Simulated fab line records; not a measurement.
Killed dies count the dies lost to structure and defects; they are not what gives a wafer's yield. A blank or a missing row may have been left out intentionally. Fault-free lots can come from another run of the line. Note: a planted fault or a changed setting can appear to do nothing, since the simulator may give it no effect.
One fault seen from 2 desks || flow n5Finfet || each desk holds nothing but its own numbers, with what lay behind them at the end

## METROLOGY DESK
What the gauges read for every lot (on any tool): the sampled wafers with a number, averaged. A lot is out of limits, marked OUT, if its mean lies more than 4 standard deviations from the usual mean; the brackets give that distance. It has 11 readings; the 7 that lie furthest out on some lot are the ones shown.
Columns: A = cdNm at N5_BEOL_M0_SAQP_CD_MEAS_25, usual 12.79 nm; B = DIBL_N at N5_BEOL_M4_RC_MEAS_101, usual 36.2 mV/V; C = DIBL_P at N5_BEOL_M4_RC_MEAS_101, usual 36.3 mV/V; D = ION_N at N5_BEOL_M4_RC_MEAS_101, usual 677 uA/um; E = ION_P at N5_BEOL_M4_RC_MEAS_101, usual 465 uA/um; F = VT_N at N5_BEOL_M4_RC_MEAS_101, usual 249.9 mV; G = VT_P at N5_BEOL_M4_RC_MEAS_101, usual -250 mV
{"lot": "L894", "first seen here": "day 6 01:14", "A": 12.78, "B": 35.4, "C": 36.6, "D": 677, "E": 465, "F": 252.6, "G": -251}
{"lot": "L898", "first seen here": "day 7 07:15", "A": 12.62, "B": 37.0, "C": 36.4, "D": 675, "E": 460, "F": 250.8, "G": -252}
{"lot": "L899", "first seen here": "day 7 07:40", "A": 12.67, "B": 34.7, "C": 35.6, "D": 681, "E": 470, "F": 250.5, "G": -251}
{"lot": "L902", "first seen here": "day 7 18:46", "A": 11.95, "B": 36.1, "C": 36.9, "D": 679, "E": 465, "F": 248.5, "G": -246}
{"lot": "L903", "first seen here": "day 8 02:21", "A": 12.75, "B": 36.0, "C": 35.6, "D": 678, "E": 471, "F": 250.2, "G": -246}
{"lot": "L904", "first seen here": "day 8 05:52", "A": 12.43, "B": 36.4, "C": 36.3, "D": 681, "E": 469, "F": 248.0, "G": -249}
{"lot": "L911", "first seen here": "day 9 22:43", "A": 12.72, "B": 36.1, "C": 37.2, "D": 675, "E": 464, "F": 251.1, "G": -249}
{"lot": "L916", "first seen here": "day 11 11:29", "A": 13.01, "B": 36.6, "C": 35.0, "D": 668, "E": 456, "F": 250.8, "G": -252}
This desk's verdict: no lot among the 8 shows anything out of limits.

## DESK OF THE TOOL OWNER: aldSin-02
The tool's own readings at N5_BEOL_M0_SAQP_SPACER1_ALD_98 (deposits SiO2, target thk 12.8 nm, pulse time 1 s, purge time 2 s): means of the sampled wafers that have a number, for each lot that ran on this tool. A lot is out of limits, marked OUT, if its mean lies more than 4 standard deviations from the usual mean; the brackets give that distance.
Columns: A = heaterPowerW at N5_BEOL_M0_SAQP_SPACER1_ALD_98, usual 494 W; B = precursorPulseHeightRel at N5_BEOL_M0_SAQP_SPACER1_ALD_98, usual 1.001
{"lot": "L894", "first seen here": "day 6 00:33", "A": 461, "B": 1.003}
{"lot": "L899", "first seen here": "day 7 06:59", "A": 452, "B": 1.018}
{"lot": "L902", "first seen here": "day 7 17:52", "A": 500, "B": 1.004}
{"lot": "L904", "first seen here": "day 8 05:11", "A": 446, "B": 1.008}
This desk's verdict: no lot among the 4 shows anything out of limits.

## TAKEN TOGETHER
At the metrology desk, nothing out of limits was observed.
The desk of the tool owner found nothing out of limits.

## WHAT HAD BEEN PUT IN BY THE SIMULATOR
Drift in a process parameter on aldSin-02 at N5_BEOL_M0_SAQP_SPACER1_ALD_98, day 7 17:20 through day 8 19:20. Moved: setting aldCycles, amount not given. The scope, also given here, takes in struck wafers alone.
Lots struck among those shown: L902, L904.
